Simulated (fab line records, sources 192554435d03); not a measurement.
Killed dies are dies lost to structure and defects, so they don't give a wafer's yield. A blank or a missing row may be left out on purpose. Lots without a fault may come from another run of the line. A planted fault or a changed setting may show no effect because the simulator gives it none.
Problem report in the 8D (eight disciplines) form, filled by code | flow n5_finfet | the parts of the form that need people (team, actions taken, sign-off) are left out

1. THE PROBLEM
rf_fwd_power_W at N5_BEOL_M0_SAQP_CUT_ETCH_46 reads a mean of 634.0 W on 2 wafers of 2 lots; wafers without a fault read 837.9 W with a standard deviation of 2.6. That is -78 standard deviations from the usual mean.
The step: etches SOC in N2/H2, target depth 135 nm, overetch 27 nm, time 202.5 s.
First seen on wafer L667.1, day 9 11:14, on rie_diel-04. The record holds 27 wafers of 9 lots with a number at this step. Rule for "out", or "out of limits": more than 4 standard deviations from the usual mean. The other wafers with a number count as sound.

2. WHAT IT IS AND WHAT IT IS NOT
question                    | is                       | is not
which readings at this step | rf_fwd_power_W, rf_vpp_V | drypump_motor_current_A, n2_flow_sccm, showerhead_plenum_p_Torr, throttle_valve_pct
which lots                  | L667, L669               | L653, L654, L655, L656, L663, L665, L675
which wafers of those lots  | L667.1, L669.1           | L667.5, L667.6, L669.3, L669.4
read on which tools         | rie_diel-04              | rie_diel-05
when                        | from day 9 11:14         | up to then (20 sound wafers); but 5 sound wafers of L669, L675 came after

3. SUSPECTS, AND WHAT RULES EACH OUT
Counting: a tool at a process step up to the reading stays a suspect if it ran every lot that is out. Sound lots after the first of them don't rule it out here, since some wafers of a struck lot are sound.
- rie_diel-04 at N5_BEOL_M0_SAQP_CUT_ETCH_46 (etches SOC in N2/H2, target depth 135 nm, overetch 27 nm, time 202.5 s): kept. It ran every lot that is out, first L667 (day 9 11:14); its last sound lot up to then is L665 (day 9 03:26). Its own readings are out on those wafers: rf_fwd_power_W, rf_vpp_V.
- Within rie_diel-04 at N5_BEOL_M0_SAQP_CUT_ETCH_46: the wafers that are out ran in chamber 3; their sound lot-mates ran in chambers 0, 1, 2.
Left after counting: rie_diel-04 at N5_BEOL_M0_SAQP_CUT_ETCH_46.

4. THE CAUSE (what the simulator had put in)
Process parameter drift: rie_diel-04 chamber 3, from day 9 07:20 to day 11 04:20, at N5_BEOL_M0_SAQP_CUT_ETCH_46. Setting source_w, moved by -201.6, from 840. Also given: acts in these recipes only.
Counting left only this tool.

5. THE CHAIN OF EFFECTS, in route order
Each row: a reading whose mean over the struck wafers that have a number lies more than 3 standard deviations from the usual. Only readings for which the record gives a usual standard deviation are gone through. hours: the time from each lot's start at the first step in this table that gives one to its start at this step, as a median over the lots. sigmas: the change in usual standard deviations.
hours | step                        | reading              | usual   | on struck wafers | change | sigmas
0     | N5_BEOL_M0_SAQP_CUT_ETCH_46 | rf_fwd_power_W       | 837.9 W | 634.0            | -203.9 | -78
0     | N5_BEOL_M0_SAQP_CUT_ETCH_46 | rf_vpp_V             | 524 V   | 571              | +47    | +15
171   | N5_PASSIVATION_PROBE_49     | defect_limited_yield | 91.1 %  | 60.8             | -30.3  | -20
171   | N5_PASSIVATION_PROBE_49     | killed_at_M0_to_M3   | 33      | 398              | +365   | +37
171   | N5_PASSIVATION_PROBE_49     | killed_dies          | 105     | 463              | +358   | +21
171   | N5_PASSIVATION_PROBE_49     | sort_bin_5_function  | 5.2 %   | 35.8             | +30.6  | +34
171   | N5_PASSIVATION_PROBE_49     | sort_n_pass          | 1075    | 717              | -358   | -21
171   | N5_PASSIVATION_PROBE_49     | sort_yield_pct       | 91.1 %  | 60.8             | -30.3  | -20
The process steps in it:
- N5_BEOL_M0_SAQP_CUT_ETCH_46: etches SOC in N2/H2, target depth 135 nm, overetch 27 nm, time 202.5 s.
- N5_PASSIVATION_PROBE_49
Later measuring or inspecting steps at which every struck wafer that the step has a row for has a number for every such reading, and none has moved that far: N5_BEOL_M4_RC_MEAS_101.

6. WHAT WOULD HAVE CAUGHT IT SOONER
In this record the first reading out of limits was taken at day 9 11:14, 4 hours after the fault began at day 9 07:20.
